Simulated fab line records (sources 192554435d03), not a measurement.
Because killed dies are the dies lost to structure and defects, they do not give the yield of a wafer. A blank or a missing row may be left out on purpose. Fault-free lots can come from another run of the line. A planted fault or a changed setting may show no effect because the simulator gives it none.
fab line records | flow n5_finfet
[record] lots = 4 wafers = 12 last_day = 15
route steps=1938 shown PMOS_HMC_CHANNEL_EPI@68 FIN_SAQP@90 PASSIVATION@1936
lots that met no fault: from a run of the same line without faults
start_h: the number of hours between the record's first day and the start of the first shown wafer of the lot | wait_h: hours elapsed since this lot's preceding step | " unchanged from the row above | L1.1+2: a row that stands for several wafers | - either no value or no given start | * or withheld: withheld | < > ~ a bound
route shown NAME@n: a module of which the file shows steps, and the number in the route of the first | usual: mean/standard deviation of fault-free wafers | same: alike in all rows | chamber/n: place in a boat | sites: per-site readings | _std_site: their standard deviation | _edge_site: mean of outer sites minus mean of inner sites | radius_mm: for every site, how far away it sits from the centre of the wafer | mask NAME#n: copy n | behind: the tool/chamber that last shaped the wafer | hold: why the lot was held/for how many hours/how that ended | device: which transistor (n, p or np) failed to switch | end of line: at the end of the route, the tests of the same wafers | a step given without rows: its recipe and nothing more | killed: dies lost to structure and defects at the first sort, not the wafer's yield | map: the dies of a wafer, with x for killed, . for not killed, _ for no die there
set.NAME: the run value of the setting; set.NAME@STEP: its run value at that earlier step | model.NAME: the simulator's own value behind a step, which no gauge read
certain route steps with their lots: each step a table, each wafer a row
services: the hour from which a tool's chamber was out of use, counted from the record's first day as start_h (under 0 if before that day), plus the number of hours and why
[[steps]]
[step N5_PMOS_HMC_CHANNEL_EPI_DESCUM_14]
[recipe] chemistry = O2 time_s = 7.9 source_power_w = 50 bias_power_w = 20 pressure_mtorr = 20 rf_frequency_hz = 2.712e+07 temp_c = 40 resist = CAR-ArF-block o2_flow_sccm = 225
[step N5_PMOS_HMC_CHANNEL_EPI_ETCH_32]
[recipe] chemistry = N2/H2 target = BARC stop_on = SiO2 target_depth_a = 858 over_etch_frac = 0.3 time_s = 50.3 ion_energy_ev = 200 mask_material = CAR-ArF-block pressure_mtorr = 30 source_w = 840 bias_w = 150 n2_flow_sccm = 200 h2_flow_sccm = 200
[step N5_PMOS_HMC_CHANNEL_EPI_HM_OPEN_15]
[recipe] chemistry = CHF3/O2 target = SiO2 mask_material = CAR-ArF-block target_depth_a = 406 CHF3_flow_sccm = 50 O2_flow_sccm = 5 Ar_flow_sccm = 200 time_s = 20.3 pressure_mtorr = 30 source_w = 650 bias_w = 170 ion_energy_ev = 200
[step N5_PMOS_HMC_CHANNEL_EPI_STRIP_33]
[recipe] chemistry = N2/H2 power_w = 500 temp_c = 40 pressure_mtorr = 50 rf_frequency_hz = 6e+07 overash_fraction = 0.3 bias_power_w = 8 h2_frac = 0.5 n2_flow_sccm = 300 h2_flow_sccm = 300
[step N5_PMOS_HMC_CHANNEL_EPI_STRIP_17]
[recipe] chemistry = SPM time_s = 750 temp_c = 130 h2so4_h2o2_vol_ratio = 4 dry = ipa_marangoni
[step N5_PMOS_HMC_CHANNEL_EPI_ETCH_38]
[recipe] chemistry = CF4 target = SiO2 target_depth_a = 15 ion_energy_ev = 350 pressure_mtorr = 10 icp_w = 800 bias_w = 400 cf4_flow_sccm = 80
[step N5_PMOS_HMC_CHANNEL_EPI_FIN_RECESS_16]
[recipe] chemistry = HBr/Cl2 target = Si mask_material = SiO2 target_depth_a = 540 time_s = 18 pressure_mtorr = 10 icp_w = 800 bias_w = 75 HBr_flow_sccm = 150 Cl2_flow_sccm = 80
[step N5_PMOS_HMC_CHANNEL_EPI_PRECLEAN_36]
[recipe] chemistry = O3/DIW time_s = 45 temp_c = 22 o3_ppm = 10
[step N5_PMOS_HMC_CHANNEL_EPI_PRECLEAN_18]
[recipe] chemistry = DHF time_s = 30 temp_c = 25 dilution = withheld
[step N5_PMOS_HMC_CHANNEL_EPI_SRD_19]
[recipe] dry = ipa_marangoni do_ppb = 5 time_s = 30 temp_c = 23 rinse_liquid = diw
[step N5_PMOS_HMC_CHANNEL_EPI_EPI_20]
[recipe] material = SiGe30 mask_material = SiO2 pressure_torr = 20 target_thk_a = 590 temp_c = 600
// columns lot.wafer tool chamber start_h wait_h
L892.1+2+3 epi_rpcvd-03 0 37.04 0.0
L901.1+3+5 epi_rpcvd-01 0 90.02 0.0
L902.1+2+4 epi_rpcvd-01 0 96.06 0.0
L903.2+3+4 epi_rpcvd-01 0 102.45 0.2
[step N5_PMOS_HMC_CHANNEL_EPI_HM_STRIP_35]
[recipe] chemistry = dHF temp_c = 25 material = SiO2 target = SiO2 target_depth_a = 396 time_s = 216
[step N5_PMOS_HMC_CHANNEL_EPI_SRD_39]
[recipe] dry = ipa_marangoni time_s = 30 temp_c = 23 rinse_liquid = diw
[step N5_PMOS_HMC_CHANNEL_EPI_CMP_21]
[recipe] material = SiGe30 post_cmp_clean = alkaline_brush target_thk_nm = 54
[step N5_PMOS_HMC_CHANNEL_EPI_PRECLEAN_40]
[recipe] chemistry = DHF time_s = 30 temp_c = 25 dilution = withheld
[step N5_PMOS_HMC_CHANNEL_EPI_PRECLEAN_37]
[recipe] chemistry = O3/DIW time_s = 45 temp_c = 22 o3_ppm = 10
[step N5_PMOS_HMC_CHANNEL_EPI_PRECLEAN_24]
[recipe] chemistry = DHF time_s = 30 temp_c = 25 dilution = withheld
[step N5_PMOS_HMC_CHANNEL_EPI_SRD_25]
[recipe] dry = ipa_marangoni do_ppb = 5 time_s = 30 temp_c = 23 rinse_liquid = diw
[step N5_PMOS_HMC_CHANNEL_EPI_EPI_26]
[recipe] material = Si target_thk_a = 38 temp_c = 650 precursor = SiH4/H2 pressure_torr = 20 time_s = 22.7
[step N5_FIN_SAQP_PRECLEAN_42]
[recipe] chemistry = O3/DIW time_s = 60 temp_c = 22 o3_ppm = 10
[step N5_FIN_SAQP_PRECLEAN_00]
[recipe] chemistry = SC1 time_s = 60 temp_c = 55 mix = 1:2:50
[step N5_FIN_SAQP_PRECLEAN_44]
[recipe] chemistry = SC2 time_s = 45 temp_c = 35 mix = 1:1:50
[step N5_FIN_SAQP_SRD_01]
[recipe] dry = ipa_marangoni time_s = 30 temp_c = 23 rinse_liquid = diw
[step N5_FIN_SAQP_ALD_61]
[recipe] material = SiO2 target_thk_a = 40 temp_c = 300 ald_precursor_family = BDEAS ald_co_reactant = O2-plasma pulse_time_s = 1 purge_time_s = 2 co_reactant_purge_time_s = 2 ald_cycles = 43 pressure_torr = 2
[step N5_FIN_SAQP_DENSIFY_62]
[recipe] temp_c = 700 time_s = 60 ambient = N2 idle_temp_c = 600 ramp_up_c_per_s = 150 ramp_down_c_per_s = 60 cool_to_c = 600
[step N5_FIN_SAQP_HM_DEP_03]
[recipe] material = SiNx target_thk_a = 380 temp_c = 400 precursor = SiH4/NH3/N2 pressure_torr = 1.5 rf_w = 300 time_s = 33.6
[step N5_FIN_SAQP_PECVD_47]
[recipe] material = a-Si target_thk_a = 450 temp_c = 400 precursor = SiH4/He pressure_torr = 3 rf_w = 100 time_s = 36.3
[step N5_FIN_SAQP_PECVD_48]
[recipe] material = SiNx target_thk_a = 250 temp_c = 400 precursor = SiH4/NH3/N2 pressure_torr = 1.5 rf_w = 300 time_s = 22.1
[step N5_FIN_SAQP_PECVD_06]
[recipe] material = a-Si target_thk_a = 600 temp_c = 400 precursor = SiH4/He pressure_torr = 3 rf_w = 100 time_s = 48.1
[step N5_FIN_SAQP_HM_DEP_72]
[recipe] material = SiO2 target_thk_a = 120 temp_c = 400 precursor = SiH4/N2O pressure_torr = 0.75 rf_w = 275 time_s = 7.2
[step N5_FIN_SAQP_COAT_49]
[recipe] resist = SOC temp_c = 250 time_s = 60 spin_rpm = 1500 resist_thk_nm = 100
[step N5_FIN_SAQP_COAT_50]
[recipe] resist = SiARC temp_c = 220 time_s = 60 spin_rpm = 1500 resist_thk_nm = 35
[step N5_FIN_SAQP_COAT_10]
[recipe] resist = CAR-ArF spin_rpm = 1500 resist_thk_nm = 90
[step N5_FIN_SAQP_EBR_12]
[recipe] solvent = PGMEA ebr_width_mm = 1.5
[step N5_FIN_SAQP_SOFTBAKE_11]
[recipe] temp_c = 110 time_s = 60 resist = CAR-ArF
[step N5_PASSIVATION_PROBE_49]
[usual] defect_limited_yield = 91.3/1.5 killed_at_M0_to_M3 = 33/12 killed_at_M4_up = 15/5.2 killed_at_contacts = 12/5.1 killed_at_front_end = 39/11 killed_at_other = 5/3.6 killed_dies = 103/18 killed_open = 67/13 killed_short = 33/7.8 sort_bin_5_function = 5.1/0.96 sort_bin_6_memory = 3.2/0.71 sort_n_pass = 1077/18 sort_yield_pct = 91.3/1.5
[same] gross_dies = 1180 killed_at_back_side = 0 sort_bin_4_leakage[%] = 0 sort_bin_8_speed[%] = 0
// columns lot.wafer tool chamber start_h wait_h defect_limited_yield[%] killed_at_M0_to_M3 killed_at_M4_up killed_at_contacts killed_at_front_end killed_at_other killed_dies killed_open killed_short sort_bin_5_function[%] sort_bin_6_memory[%] sort_n_pass sort_yield_pct[%]
L901.1 prober-01 - 348.58 0.0 93.2 9 30 11 29 1 80 50 29 3.9 2.5 1100 93.2
L901.3 prober-01 - 348.68 0.1 94.7 15 18 9 21 0 63 40 22 3.1 2.0 1117 94.7
L901.5 prober-01 - 348.78 0.2 96.2 7 8 6 22 2 45 32 13 2.2 1.6 1135 96.2
L902.1 prober-02 - 348.79 0.0 78.8 37 7 11 190 5 250 89 38 12.3 5.4 930 78.8
L902.2 prober-02 - 348.84 0.1 82.5 15 6 14 157 15 207 59 30 11.0 4.4 973 82.5
L902.4 prober-02 - 348.94 0.2 83.9 12 12 8 150 8 190 55 28 10.2 4.3 990 83.9
L903.2 prober-02 - 364.56 0.1 82.2 31 16 2 159 2 210 68 32 11.2 4.9 970 82.2
L903.3 prober-02 - 364.61 0.1 81.7 35 7 7 167 0 216 73 33 12.5 4.2 964 81.7
L903.4 prober-02 - 364.66 0.2 81.4 25 8 14 169 3 219 82 28 12.6 3.6 961 81.4
// killed by level:class
L901.1 BEOL_M4:geometric_particle:open=18 FIN_SAQP:geometric_particle:short=9 MOL_CONTACT_COAG:geometric_particle:open=8 BEOL_M4:geometric_particle:short=5 FIN_SAQP:geometric_particle:open=4 STI_FIN_REVEAL:geometric_particle:open=4 MOL_CONTACT_COAG:geometric_particle:short=3 ILD0:geometric_particle:short=2
L901.3 BEOL_M4:geometric_particle:open=9 MOL_CONTACT_COAG:geometric_particle:open=6 BEOL_M0_SAQP:geometric_particle:short=5 FIN_SAQP:geometric_particle:open=4 STI_FIN_REVEAL:geometric_particle:open=4 BEOL_M0_SAQP:geometric_particle:open=4 ILD0:geometric_particle:open=3 MOL_CONTACT_COAG:geometric_particle:short=3
L901.5 BEOL_M4:geometric_particle:open=6 MOL_CONTACT_COAG:geometric_particle:open=5 DUMMY_GATE:geometric_particle:open=4 FIN_SAQP:geometric_particle:open=3 STI_FIN_REVEAL:geometric_particle:open=3 ILD0:geometric_particle:open=3 GATE_CUT:geometric_particle:short=3 GATE_CUT:geometric_particle:open=3
L902.1 PMOS_HMC_CHANNEL_EPI:unspecified=107 FIN_SAQP:geometric_particle:open=16 STI_FIN_REVEAL:geometric_particle:open=16 HKMG_FIN:area_etch=16 MOL_CONTACT_COAG:geometric_particle:open=10 GATE_CUT:geometric_particle:short=8 FIN_SAQP:geometric_particle:short=7 GATE_CUT:geometric_particle:open=7
L902.2 PMOS_HMC_CHANNEL_EPI:unspecified=118 STI_FIN_REVEAL:geometric_particle:open=12 MOL_CONTACT_COAG:geometric_particle:open=11 FIN_SAQP:geometric_particle:short=9 FIN_SAQP:geometric_particle:open=6 BEOL_M1:geometric_particle:open=6 GATE_CUT:geometric_particle:short=4 MIM_TOP:geometric_particle:open=4
L902.4 PMOS_HMC_CHANNEL_EPI:unspecified=107 FIN_SAQP:geometric_particle:open=9 FIN_SAQP:geometric_particle:short=8 STI_FIN_REVEAL:geometric_particle:open=8 MOL_CONTACT_COAG:geometric_particle:open=8 GATE_CUT:geometric_particle:short=6 BEOL_M4:geometric_particle:open=5 STARTING-WAFER:geometric_particle:open=5
L903.2 PMOS_HMC_CHANNEL_EPI:unspecified=110 FIN_SAQP:geometric_particle:open=13 BEOL_M3:geometric_particle:open=11 FIN_SAQP:geometric_particle:short=9 DUMMY_GATE:geometric_particle:open=7 BEOL_M4:geometric_particle:open=7 STI_FIN_REVEAL:geometric_particle:open=6 BEOL_M0_SAQP:geometric_particle:short=5
L903.3 PMOS_HMC_CHANNEL_EPI:unspecified=107 STI_FIN_REVEAL:geometric_particle:open=20 FIN_SAQP:geometric_particle:open=14 BEOL_M0_SAQP:geometric_particle:open=14 FIN_SAQP:geometric_particle:short=10 BEOL_M0_SAQP:geometric_particle:short=8 MOL_CONTACT_COAG:geometric_particle:open=6 BEOL_M3:geometric_particle:open=5
L903.4 PMOS_HMC_CHANNEL_EPI:unspecified=109 STI_FIN_REVEAL:geometric_particle:open=26 MOL_CONTACT_COAG:geometric_particle:open=12 FIN_SAQP:geometric_particle:open=11 BEOL_M3:geometric_particle:open=7 FIN_SAQP:geometric_particle:short=6 BEOL_M0_SAQP:geometric_particle:short=5 BEOL_M3:geometric_particle:short=4
// map L902.1 (x killed, . not)
_________________...x...x.x..________________
______________.x.....x......x..._____________
___________.xx.....x......x........__________
__________..xx.......x..x.......x..x_________
________.........x.......x........x..._______
_______....x.....x..xx.............x...______
______.....x...................xx......._____
_____x.x........................x...x.x.x____
____.........x.........x............xx....___
___.....x......x....................x......__
___................x.x.xx......x.x....x...x__
__x..x......x......................xx.x....._
__.x....................................x..x_
_....x.x.........x...x....x.x..xx.x.x.....x..
_...x.x....................x.......x....x...x
_......x...x.......x.......x.x..........x....
_....xx..............xx......................
_...x...x........x....x................x.....
_.......x..x.....................x.........x.
_.....x...xx...x...........x..............x.x
_........x..........x............x...........
__x............x..x..x.................x..x._
__..x.........................x............._
___...............x.xxxx.xx...........x....__
___......x.x...xx..xxxxxxxxxxx............x__
____....xxx.....x.xxxxxxxx.xx.x...........___
_____...x......xxxxxxxxxxxx...x...x.x....____
______...........xxxxxxxxxxxx.........x._____
_______.x.....xxxxxxxxxxxxxx.x.......x.______
________......x..xxxxxxxxxxxxx........_______
__________...x...xxxxxxxxxxxx......._________
___________....xxxxxxxxxxxx.xx.....__________
______________....xxxxxxx..x...._____________
_________________...xx..xxx..________________
// map L903.4 (x killed, . not)
_________________.......x....________________
______________x........x........_____________
___________..x...x.........x.......__________
__________....x....xx..............._________
________.x.x..........x.............xx_______
_______.....x.......x....x.............______
______....x...........x..x.....xx......._____
_____..............x....x..........x.....____
____.x..x...x.............................___
___....x...........x...x......x.....x......__
___x.x..............x..x...x.......x.......__
__......x.................x................._
__..xx...x..x.....xxxx..............xx......_
_..x..................x......................
_.......xx.................x.x...x.x.........
_.......xx.....xx............x..x............
_..................xx..x....................x
_.........x........x.........................
_.............xx.....xx...............x...x..
_.xx..........x.x.....x................x...x.
_......x.....................................
__...............x..x.x.......x............._
__......................x..............x.x.._
___..................x..x..................__
___...x...x....x.x.xxxxxxx.....x...........__
____...x....x..x.xxxxxxxxxx..x............___
_____.....xx...xxxxxxxxxxxxx.x...........____
______.x...xxx.xxxxxxxxxxxx....x......x._____
_______x......xxxxxxxxxxxxx............______
________.....x.xxxxxxxxxxx.x.........._______
__________.....xx.xxxxxxxxxx..x....._________
___________.....xx..xxxxxxxx..x....__________
______________.....xxxxxxx.x...._____________
_________________..x..xxxxx..________________
[[services]]
// columns tool chamber start_h hours kind
epi_rpcvd-03 - 94.09 1.0 repair
[[key]]
[first_sign] step = N5_PASSIVATION_PROBE_49 reading = killed_at_front_end direction = up sigmas = 11 usual = 39 struck = 165
[effect] step = N5_PASSIVATION_PROBE_49 reading = defect_limited_yield direction = down sigmas = 6.4 usual = 91.3 struck = 81.8
[more_kills_born_at] N5_PMOS_HMC_CHANNEL_EPI_EPI_20@epi_rpcvd-01 = 658
met_at N5_PMOS_HMC_CHANNEL_EPI_EPI_20
struck_wafers L902.1,L902.2,L902.4,L903.2,L903.3,L903.4
[baseline_loss] step = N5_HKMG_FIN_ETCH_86 wafers = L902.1
onset_between 90.02 96.06
also_fits time
[fault] kind = chamber_particle_source tool = epi_rpcvd-01 chamber = - onset_h = 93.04 steps = N5_PMOS_HMC_CHANNEL_EPI_EPI_20 rate_per_visit_cm2 = 0.63359 end_h = 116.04
// baseline_loss: these wafers lose ten dies or more at that step, a loss of the line's own and not of a fault; the sort's usual values leave them out
